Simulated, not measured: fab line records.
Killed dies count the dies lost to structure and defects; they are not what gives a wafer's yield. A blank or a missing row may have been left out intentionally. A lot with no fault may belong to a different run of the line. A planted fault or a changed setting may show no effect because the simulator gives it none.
fab line records | flow n5-finfet
record lots=6 | wafers=16 | last-day=17
route steps=1938 shown BEOL_M11@1561 PASSIVATION@1936
lots untouched by any fault: they come from a run of this same line in which no faults occurred
start-h: hours from the record's opening day to when the first of the lot's shown wafers began | wait-h: time in hours since the lot's previous step | " the same as in the row above | L1.1+2: a single row standing in for several wafers | - no value, or no start was given | * or withheld: withheld | < > ~ a bound
route shown NAME@n: NAME is a module with steps in the file, n the number in the route of the first one | usual: mean/standard deviation taken from wafers without a fault | same: alike in all rows | chamber/n: place in a boat | sites: each site's reading | _std_site: standard deviation across them | _edge_site: the outer-site mean with the inner-site mean subtracted | radius-mm: for every site, how far away it sits from the centre of the wafer | mask NAME#n: copy n | behind: the tool/chamber that last shaped the wafer | hold: what put the lot on hold/how long, in hours/how the hold closed | device: transistor that didn't switch, given as n, p or np | end of line: the route-end tests of the same wafers | a step without rows: its recipe alone | killed: dies that structure and defects cost at the first sort, which is not the same as the wafer's yield | map: a wafer's dies, x killed, . not, _ none there
set.NAME: setting as actually run; set.NAME@STEP: the setting as run at that earlier step | model.NAME: the simulator's own value behind a step, which no gauge read
lots at some steps of the route; a table a step, a row a wafer
services: when a tool's chamber went out of use (start-h, in hours from the record's first day, below 0 if earlier), for how many hours, and the reason
## steps
# step N5_BEOL_M11_COAT_64
# recipe resist=SiARC | temp-c=220 | time-s=60 | spin-rpm=1500 | resist-thk-nm=30
# step N5_BEOL_M11_COAT_22
# recipe resist=CAR-ArF | spin-rpm=1500 | resist-thk-nm=90
# step N5_BEOL_M11_EBR_24
# recipe solvent=PGMEA | ebr-width-mm=1.5
# step N5_BEOL_M11_SOFTBAKE_23
# recipe temp-c=110 | time-s=60 | resist=CAR-ArF
# step N5_BEOL_M11_EXPOSE_25
# recipe mask-id=V10 | na=1.35 | source-shape=annular | sigma-inner=0.5 | sigma-outer=0.8 | polarization=unpolarized | dose-mj=85.5
# step N5_BEOL_M11_PEB_26
# recipe peb-temp-c=withheld | peb-time-s=60 | resist=CAR-ArF
# step N5_BEOL_M11_DEVELOP_27
# recipe develop-time-s=30 | developer=TMAH | resist=CAR-ArF | rinse-liquid=diw | dry=air-spin | dev-temp-c=23
# step N5_BEOL_M11_CD_MEAS_28
# recipe target-cd-nm=70 | landing-energy-ev=500 | detector=se-inlens | polarity=opening
# usual cd-nm=69.9/0.89
lot.wafer | tool      | chamber | start-h | wait-h | cd-nm
L758.2    | cd-sem-01 | 0       | 237.01  | -      | 68.4
L758.3    | "         | 0       | "       | "      | 70.5
L758.5    | "         | 0       | "       | "      | 69.5
L763.3    | cd-sem-01 | 0       | 279.90  | -      | 69.5
L763.4    | "         | 0       | "       | "      | 69.9
L763.5    | "         | 0       | "       | "      | 68.6
L771.3    | cd-sem-01 | 0       | 316.53  | -      | 70.5
L771.6    | "         | 0       | "       | "      | 70.8
L772.5    | cd-sem-02 | 0       | 347.29  | -      | 68.7
L772.6    | "         | 0       | "       | "      | 68.7
L776.2    | cd-sem-01 | 0       | 364.17  | -      | 71.4
L776.5    | "         | 0       | "       | "      | 69.6
L776.6    | "         | 0       | "       | "      | 71.6
L777.4    | cd-sem-02 | 0       | 364.34  | -      | 69.3
L777.5    | "         | 0       | "       | "      | 70.0
L777.6    | "         | 0       | "       | "      | 68.8
# step N5_BEOL_M11_OVL_MEAS_29
# recipe points-per-wafer=44
# usual V10_OVL=0.1/0.9
lot.wafer | tool       | chamber | start-h | wait-h | V10_OVL[nm]
L758.2    | overlay-02 | 0       | 237.04  | 0.0    | 1.0
L758.3    | "          | 0       | "       | "      | 0.2
L758.5    | "          | 0       | "       | "      | 0.5
L763.3    | overlay-02 | 0       | 279.93  | 0.0    | 2.3
L763.4    | "          | 0       | "       | "      | 0.5
L763.5    | "          | 0       | "       | "      | 0.8
L771.3    | overlay-01 | 0       | 316.56  | 0.0    | 1.5
L771.6    | "          | 0       | "       | "      | 0.1
L772.5    | overlay-01 | 0       | 347.31  | 0.0    | 0.5
L772.6    | "          | 0       | "       | "      | 1.1
L776.2    | overlay-02 | 0       | 364.20  | 0.0    | -0.2
L776.5    | "          | 0       | "       | "      | -0.1
L776.6    | "          | 0       | "       | "      | -0.8
L777.4    | overlay-02 | 0       | 364.37  | 0.0    | 1.3
L777.5    | "          | 0       | "       | "      | 0.0
L777.6    | "          | 0       | "       | "      | 2.3
# step N5_BEOL_M11_INSPECT_30
# recipe mode=adi | inspect-instrument=brightfield
# usual raw-defect-count=409/100
lot.wafer | tool              | chamber | start-h | wait-h | raw-defect-count
L758.2    | defect-inspect-02 | -       | 237.06  | 0.0    | 342
L758.3    | "                 | -       | "       | "      | 351
L758.5    | "                 | -       | "       | "      | 346
L763.3    | defect-inspect-02 | -       | 279.96  | 0.0    | 654
L763.4    | "                 | -       | "       | "      | 596
L763.5    | "                 | -       | "       | "      | 692
L771.3    | defect-inspect-02 | -       | 316.58  | 0.0    | 468
L771.6    | "                 | -       | "       | "      | 552
L772.5    | defect-inspect-02 | -       | 347.34  | 0.0    | 366
L772.6    | "                 | -       | "       | "      | 401
L776.2    | defect-inspect-01 | -       | 364.23  | 0.0    | 345
L776.5    | "                 | -       | "       | "      | 287
L776.6    | "                 | -       | "       | "      | 448
L777.4    | defect-inspect-02 | -       | 364.39  | 0.0    | 376
L777.5    | "                 | -       | "       | "      | 357
L777.6    | "                 | -       | "       | "      | 380
# step N5_BEOL_M11_DESCUM_33
# recipe chemistry=O2 | time-s=7.9 | source-power-w=50 | bias-power-w=20 | pressure-mtorr=20 | rf-frequency-hz=2.712e+07 | temp-c=40 | resist=CAR-ArF | o2-flow-sccm=225
# usual drypump-motor-current-A=5.6/0.5 | oes-product-au=0.78/0.09 | rf-vpp-V=244.0/1.4 | showerhead-plenum-p-Torr=2.14/0.076 | throttle-valve-pct=20.47/0.27
lot.wafer | tool        | chamber | start-h | wait-h | drypump-motor-current-A | oes-product-au | rf-hours-counter-h | rf-vpp-V | showerhead-plenum-p-Torr | throttle-valve-pct
L758.2    | rie-diel-05 | 0       | 237.10  | 0.0    | 6.2                     | 0.70           | 235                | 241.2    | 1.97                     | 20.58
L758.3    | "           | 2       | "       | "      | 5.0                     | 0.70           | 209                | 243.6    | 2.14                     | 20.78
L758.5    | "           | 1       | "       | "      | 5.7                     | 0.85           | -                  | 244.8    | 2.13                     | 20.53
L763.3    | rie-diel-02 | 0       | 279.99  | 0.0    | 5.2                     | 0.71           | 186                | 245.5    | 2.17                     | 20.89
L763.4    | "           | 3       | "       | "      | 5.5                     | 0.73           | 179                | 245.0    | 2.15                     | 20.58
L763.5    | "           | 0       | "       | "      | 5.2                     | 0.71           | -                  | 244.1    | 2.17                     | 20.88
L771.3    | rie-diel-02 | 1       | 316.62  | 0.0    | 5.6                     | 0.92           | 38                 | 245.7    | 2.22                     | 20.71
L771.6    | "           | 0       | "       | "      | 5.2                     | 0.71           | -                  | 245.4    | 2.17                     | 20.88
L772.5    | rie-diel-02 | 3       | 347.38  | 0.0    | 5.5                     | 0.71           | -                  | 244.7    | 2.15                     | 20.62
L772.6    | "           | 0       | "       | "      | 5.2                     | 0.71           | -                  | 244.8    | 2.17                     | 20.91
L776.2    | rie-diel-06 | 0       | 364.26  | 0.0    | 5.1                     | 0.70           | 208                | 242.0    | 1.97                     | 20.46
L776.5    | "           | 1       | "       | "      | 6.6                     | 0.80           | -                  | 245.4    | 2.19                     | 20.05
L776.6    | "           | 2       | "       | "      | 5.9                     | 0.87           | -                  | 242.8    | 2.04                     | 20.35
L777.4    | rie-diel-05 | 0       | 364.44  | 0.0    | 6.2                     | 0.91           | -                  | 246.7    | 2.22                     | 20.25
L777.5    | "           | 3       | "       | "      | 5.6                     | 0.69           | -                  | 243.2    | 2.16                     | 20.35
L777.6    | "           | 1       | "       | "      | 5.7                     | 0.81           | -                  | 244.9    | 2.12                     | 20.58
# step N5_BEOL_M11_ETCH_65
# recipe chemistry=CF4 | target=SiARC | target-depth-a=390 | mask-material=CAR-ArF | time-s=65 | ion-energy-ev=80 | pressure-mtorr=40 | source-w=545 | bias-w=36 | Ar_flow_sccm=100 | cf4-flow-sccm=100 | ends=cleared
# usual bias-w=36.00/0.1 | cf4-flow-sccm=100.08/0.27 | drypump-motor-current-A=5.6/0.5 | etch-rf-on-time-s=65.0/1.7 | oes-product-au=0.67/0.077 | rf-vpp-V=184.7/1.2 | showerhead-plenum-p-Torr=2.19/0.073 | throttle-valve-pct=15.68/0.24
lot.wafer | tool        | chamber | start-h | wait-h | bias-w | cf4-flow-sccm | drypump-motor-current-A | etch-rf-on-time-s | oes-product-au | rf-hours-counter-h | rf-vpp-V | showerhead-plenum-p-Torr | throttle-valve-pct
L758.2    | rie-diel-05 | 0       | 237.13  | 0.0    | 36.06  | 99.90         | 6.1                     | 63.1              | 0.62           | 235                | 182.5    | 2.03                     | 15.89
L758.3    | "           | 2       | "       | "      | 36.14  | 99.76         | 5.0                     | 66.0              | 0.60           | 209                | 184.1    | 2.20                     | 16.00
L758.5    | "           | 1       | "       | "      | 35.96  | 100.03        | 5.7                     | 65.7              | 0.71           | -                  | 185.3    | 2.17                     | 15.56
L763.3    | rie-diel-02 | 0       | 280.02  | 0.0    | 35.72  | 99.93         | 5.2                     | 66.6              | 0.61           | 186                | 185.6    | 2.21                     | 16.04
L763.4    | "           | 3       | "       | "      | 36.08  | 100.08        | 5.5                     | 65.4              | 0.62           | 179                | 183.6    | 2.22                     | 15.88
L763.5    | "           | 0       | "       | "      | 35.81  | 100.03        | 5.2                     | 66.4              | 0.60           | -                  | 185.6    | 2.21                     | 16.04
L771.3    | rie-diel-02 | 1       | 316.65  | 0.0    | 36.13  | 100.00        | 5.7                     | 62.3              | 0.79           | 38                 | 186.7    | 2.25                     | 15.67
L771.6    | "           | 0       | "       | "      | 36.06  | 100.12        | 5.2                     | 65.8              | 0.61           | -                  | 185.3    | 2.20                     | 16.08
L772.5    | rie-diel-02 | 3       | 347.43  | 0.0    | 35.90  | 99.84         | 5.5                     | 65.6              | 0.60           | -                  | 183.9    | 2.21                     | 15.92
L772.6    | "           | 0       | "       | "      | 36.08  | 100.38        | 5.2                     | 65.7              | 0.60           | -                  | 186.2    | 2.20                     | 16.08
L776.2    | rie-diel-06 | 0       | 364.29  | 0.0    | 35.99  | 99.81         | 5.1                     | 64.2              | 0.59           | 208                | 181.9    | 2.03                     | 15.73
L776.5    | "           | 1       | "       | "      | 36.01  | 99.60         | 6.6                     | 65.3              | 0.69           | -                  | 185.5    | 2.24                     | 15.36
L776.6    | "           | 2       | "       | "      | 36.08  | 100.31        | 5.9                     | 61.8              | 0.75           | -                  | 183.5    | 2.10                     | 15.58
L777.4    | rie-diel-05 | 0       | 364.49  | 0.0    | 35.96  | 99.86         | 6.2                     | 61.4              | 0.80           | -                  | 184.3    | 2.27                     | 15.46
L777.5    | "           | 3       | "       | "      | 36.06  | 100.07        | 5.6                     | 66.6              | 0.59           | -                  | 184.7    | 2.21                     | 15.55
L777.6    | "           | 1       | "       | "      | 36.12  | 99.97         | 5.7                     | 66.3              | 0.67           | -                  | 183.8    | 2.15                     | 15.67
# step N5_BEOL_M11_ETCH_66
# recipe chemistry=N2/H2 | target=SOC | target-depth-a=1200 | overetch-a=240 | mask-material=SiARC | temp-c=40 | time-s=180 | ion-energy-ev=200 | pressure-mtorr=30 | source-w=840 | bias-w=150 | n2-flow-sccm=200 | h2-flow-sccm=200
# usual bias-w=150.1/0.45 | drypump-motor-current-A=5.6/0.5 | oes-product-au=0.63/0.066 | rf-vpp-V=525.5/2.7 | run-length-s=203.4/0.47 | showerhead-plenum-p-Torr=2.60/0.094 | throttle-valve-pct=17.92/0.29
lot.wafer | tool        | chamber | start-h | wait-h | bias-w | drypump-motor-current-A | oes-product-au | rf-hours-counter-h | rf-vpp-V | run-length-s | showerhead-plenum-p-Torr | throttle-valve-pct | model.SiARC_of_BEOL_M11_COAT_64.thk-nm
L758.2    | rie-diel-05 | 0       | 237.18  | 0.0    | 149.6  | 6.2                     | 0.57           | 235                | 518.6    | 204.0        | 2.40                     | 18.10              | 22.6
L758.3    | "           | 2       | "       | "      | 150.3  | 5.0                     | 0.58           | 209                | 525.9    | 203.6        | 2.64                     | 18.53              | 22.8
L758.5    | "           | 1       | "       | "      | 150.5  | 5.7                     | 0.68           | -                  | 525.0    | 203.5        | 2.57                     | 17.90              | 22.6
L763.3    | rie-diel-02 | 0       | 280.07  | 0.0    | 149.8  | 5.1                     | 0.58           | 186                | 526.0    | 202.7        | 2.62                     | 18.07              | 23.2
L763.4    | "           | 3       | "       | "      | 149.4  | 5.5                     | 0.59           | 179                | 526.7    | 203.0        | 2.64                     | 18.06              | 23
L763.5    | "           | 0       | "       | "      | 150.1  | 5.2                     | 0.58           | -                  | 527.0    | 202.6        | 2.62                     | 18.08              | 23.2
L771.3    | rie-diel-02 | 1       | 316.70  | 0.0    | 149.6  | 5.6                     | 0.72           | 38                 | 529.0    | 203.1        | 2.71                     | 18.23              | 22.4
L771.6    | "           | 0       | "       | "      | -      | 5.2                     | 0.70           | -                  | 525.0    | 172.7        | 2.62                     | 18.14              | 24.4
L772.5    | rie-diel-02 | 3       | 347.51  | 0.1    | 150.7  | 5.5                     | 0.58           | -                  | 524.2    | 203.0        | 2.63                     | 18.09              | 22.8
L772.6    | "           | 0       | "       | "      | -      | 5.2                     | 0.69           | -                  | 525.7    | 171.8        | 2.61                     | 18.14              | 24.2
L776.2    | rie-diel-06 | 0       | 364.34  | 0.0    | 150.1  | 5.1                     | 0.57           | 208                | 520.6    | 203.7        | 2.40                     | 17.83              | 22.6
L776.5    | "           | 1       | "       | "      | 149.6  | 6.6                     | 0.65           | -                  | 528.6    | 202.7        | 2.68                     | 17.59              | 22.8
L776.6    | "           | 2       | "       | "      | 149.6  | 5.9                     | 0.69           | -                  | 523.9    | 203.3        | 2.48                     | 17.78              | 22.2
L777.4    | rie-diel-05 | 0       | 364.57  | 0.1    | 150.5  | 6.2                     | 0.74           | -                  | 527.4    | 204.1        | 2.71                     | 17.70              | 22
L777.5    | "           | 3       | "       | "      | 150.4  | 5.6                     | 0.56           | -                  | 526.6    | 203.1        | 2.63                     | 17.83              | 22.8
L777.6    | "           | 1       | "       | "      | 149.1  | 5.7                     | 0.63           | -                  | 525.2    | 203.6        | 2.56                     | 17.97              | 22.6
# step N5_BEOL_M11_STRIP_69
# recipe chemistry=N2/H2 | temp-c=40 | n2-flow-sccm=200 | h2-flow-sccm=200 | rf-frequency-hz=6e+07
# step N5_PASSIVATION_PROBE_49
# usual defect-limited-yield=91.4/1.4 | killed_at_M0_to_M3=31/10 | killed_at_M4_up=14/5.6 | killed-at-contacts=13/6.3 | killed-at-front-end=39/10 | killed-at-other=4/3.1 | killed-dies=101/16 | killed-open=65/13 | killed-short=34/7.2 | sort_bin_5_function=5.1/0.88 | sort_bin_6_memory=3.2/0.66 | sort-n-pass=1079/16 | sort-yield-pct=91.4/1.4
# same gross-dies=1180 | killed-at-back-side=0 | sort_bin_4_leakage[%]=0 | sort_bin_8_speed[%]=0
lot.wafer | tool      | chamber | start-h | wait-h | defect-limited-yield[%] | killed_at_M0_to_M3 | killed_at_M4_up | killed-at-contacts | killed-at-front-end | killed-at-other | killed-dies | killed-open | killed-short | sort_bin_5_function[%] | sort_bin_6_memory[%] | sort-n-pass | sort-yield-pct[%]
L771.3    | prober-02 | -       | 362.09  | 0.1    | 93.1                    | 25                 | 13              | 6                  | 32                  | 5               | 81          | 50          | 29           | 4.5                    | 2.2                  | 1099        | 93.1
# killed by level:class
L771.3 BEOL_M2:geometric-particle:open=7 FIN_SAQP:geometric-particle:short=6 MOL_CONTACT_COAG:geometric-particle:open=6 GATE_CUT:geometric-particle:short=5 BEOL_M0_SAQP:geometric-particle:open=5 BEOL_M0_SAQP:geometric-particle:short=5 BEOL_M4:geometric-particle:open=5 FIN_SAQP:geometric-particle:open=4
## services
tool        | chamber | start-h | hours | kind
rie-diel-06 | -       | 213.63  | 0.3   | repair
rie-diel-06 | 2       | 290.72  | 8.7   | repair
rie-diel-05 | 0       | 302.92  | 10.6  | repair
rie-diel-06 | 1       | 313.56  | 3.6   | repair
rie-diel-06 | -       | 324.61  | 2.8   | pm
rie-diel-02 | 2       | 330.09  | 1.6   | repair
rie-diel-06 | 0       | 339.69  | 7.4   | repair
rie-diel-05 | 2       | 353.39  | 15.3  | repair
## key
first-sign step=N5_BEOL_M11_ETCH_66 | reading=run-length-s | direction=down | sigmas=66 | usual=* | struck=*
effect none on later readings
model-effect step=N5_BEOL_M11_ETCH_66 | value=SiARC_of_BEOL_M11_COAT_64.thk-nm | without=23.1 | struck=24.3
met-at N5_BEOL_M11_ETCH_66
struck-wafers L771.6,L772.6
onset-between 280.07 316.70
fault kind=process-parameter-drift | tool=rie-diel-02 | chamber=- | onset-h=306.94 | steps=N5_BEOL_M11_ETCH_66 | channel=time-s | offset=* | shape=step | end-h=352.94 | scope=struck-wafers-only | acts-in=* | stated=*
